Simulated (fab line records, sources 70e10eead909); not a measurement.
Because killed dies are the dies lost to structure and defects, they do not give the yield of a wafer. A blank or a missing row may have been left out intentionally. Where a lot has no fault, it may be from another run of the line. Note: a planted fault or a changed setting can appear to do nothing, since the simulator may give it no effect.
Matching of chambers / flow nand_harc / ald_hk-04 running NHARC_A_STAIRCASE_ALD_420: 4 sister chambers
The step deposits SiO2, target thk 20 nm, pulse time 6 s, ald cycles 200. 4 wafers are shown with their chamber, then 9 later ones without.

## EACH WAFER AND ITS CHAMBER
wafer=L087.4; chamber=3; heater_power_w (W)=424
wafer=L088.5; chamber=2; heater_power_w (W)=422
wafer=L090.3; chamber=0; heater_power_w (W)=551
wafer=L090.5; chamber=1; heater_power_w (W)=430

## WAFERS WHOSE CHAMBER IS MISSING
wafer=L093.1; heater_power_w (W)=432
wafer=L093.4; heater_power_w (W)=432
wafer=L093.5; heater_power_w (W)=425
wafer=L094.3; heater_power_w (W)=432
wafer=L094.5; heater_power_w (W)=435
wafer=L094.6; heater_power_w (W)=409
wafer=L097.1; heater_power_w (W)=412
wafer=L097.2; heater_power_w (W)=532
wafer=L097.6; heater_power_w (W)=413

## EACH ONE'S CHAMBER
wafer=L093.1; from the rows above=can't be placed: 1 or 3 or 2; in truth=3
wafer=L093.4; from the rows above=can't be placed: 1 or 3 or 2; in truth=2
wafer=L093.5; from the rows above=can't be placed: 3 or 2 or 1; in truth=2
wafer=L094.3; from the rows above=can't be placed: 1 or 3 or 2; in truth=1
wafer=L094.5; from the rows above=can't be placed: 1 or 3 or 2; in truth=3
wafer=L094.6; from the rows above=can't be placed: 2 or 3 or 1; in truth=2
wafer=L097.1; from the rows above=can't be placed: 2 or 3 or 1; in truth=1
wafer=L097.2; from the rows above=0; in truth=0
wafer=L097.6; from the rows above=can't be placed: 2 or 3 or 1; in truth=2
1 of 9 placed correctly. These rows do not allow placing 8 (true chamber among the candidates in 8). Wrongly placed: 0.
How it was worked out, from the rows above alone: a wafer's distance from a chamber is the root of the sum, over the readings, of the square of ((its reading less the chamber's mean) divided by the reading's scatter). If the next closest chamber is less than 2 further off than the closest, the wafer can't be placed; otherwise it belongs to the closest. A chamber's mean is the mean of its shown wafers. The scatter: root of mean squared gap, hidden wafer to nearest shown wafer, with one shown wafer a chamber.
